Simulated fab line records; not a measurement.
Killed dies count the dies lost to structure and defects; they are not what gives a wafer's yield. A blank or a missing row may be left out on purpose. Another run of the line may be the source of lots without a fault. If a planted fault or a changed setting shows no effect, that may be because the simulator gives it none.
Comparing a struck lot with a sound one -- flow nandHarc -- 14 out of 1159 route steps
Sound: the wafers L141.1, L141.3, L141.5. Struck: wafers L158.2, L158.4, L158.5. The cause is given at the end.
For every step that has rows: the tool of each side, followed by ch and its chambers, followed by its first start. Under that, the readings that differ: sound wafers -- struck wafers -- difference of the means -- sigmas: that difference in standard deviations of wafers without a fault.
alike: readings with means less than 2 such deviations apart, plus words and numbers identical on both sides. not compared: withheld readings, readings lacking a value on some wafer, bounds such as >300 that could conceal the same value, and numbers that have no deviation in the record and whose values overlap.
A row with sigmas, a row that says differs or no value, or rows on one side alone: a step with any of these is where the two part. Numbers that don't overlap but have no deviation are shown without sigmas and don't part them. A reading missing from all wafers of one side parts the sides only when that side holds two or more wafers.

first, 2 steps without rows for these wafers: NHARC_A_SOURCE_PLATE_CVD_03 (deposits poly-Si, target thk 200 nm, time 4000 s); NHARC_A_SOURCE_PLATE_ANNEAL_05 (time 1800 s).
NHARC_A_SOURCE_PLATE_THK_MEAS_06: measures by ellipsometry.
  struck on filmMetro-01, day 12 01:13; sound on filmMetro-01, day 8 02:17
  alike: thkNm
NHARC_A_SOURCE_PLATE_INSPECT_08:
  struck on defectInspect-01, day 12 01:16; sound on defectInspect-01, day 8 02:21
  alike: rawDefectCount
next comes 1 step that has no rows for these wafers: NHARC_A_ONON_D1_DEP_00 (target thickness 1000 nm).
NHARC_A_ONON_D1_THK_MEAS_02: measures by ellipsometry.
  struck on filmMetro-02, day 12 02:05; sound on filmMetro-01, day 8 03:15
  alike: thkNm
next comes 1 step that has no rows for these wafers: NHARC_A_ONON_D1_DEP_03 (target thickness 1000 nm).
NHARC_A_ONON_D1_THK_MEAS_05: measures by ellipsometry.
  struck on filmMetro-02, day 12 02:39; sound on filmMetro-02, day 8 03:56
  alike: thkNm
next comes 1 step that has no rows for these wafers: NHARC_A_ONON_D1_DEP_06 (target thickness 1000 nm).
NHARC_A_ONON_D1_THK_MEAS_08: measures by ellipsometry.
  struck on filmMetro-01, day 12 03:13; sound on filmMetro-01, day 8 04:31
  alike: thkNm
NHARC_A_ONON_D1_DEP_09: target thk 1000 nm.
  sound on pecvdOnon-04 ch 0, day 8 04:34; struck on pecvdOnon-02 ch 0, day 12 03:20
NHARC_A_ONON_D1_THK_MEAS_11: measures by ellipsometry.
  struck on filmMetro-01, day 12 03:47; sound on filmMetro-01, day 8 05:04
reading,sound,struck,difference,sigmas
thkNm (nm),1002 1000 1000,1477 1478 1479,+477,+34
next comes 1 step that has no rows for these wafers: NHARC_A_ONON_D1_DEP_12 (target thickness 1000 nm).
-- record jumps: 12 days between struck wafers' starts before vs after; left off in module A_ONON_D1, resumes in module END, first step shown is number 1159 of the route --
NHARC_END_SORT_01:
  here the record holds rows for the struck wafers (prober-02 ch 0, day 23 20:58) but none for the sound ones

WHERE THEY PART
Last at NHARC_END_SORT_01 as far as this record goes, first at NHARC_A_ONON_D1_THK_MEAS_11.

WHY: what the simulator had put in
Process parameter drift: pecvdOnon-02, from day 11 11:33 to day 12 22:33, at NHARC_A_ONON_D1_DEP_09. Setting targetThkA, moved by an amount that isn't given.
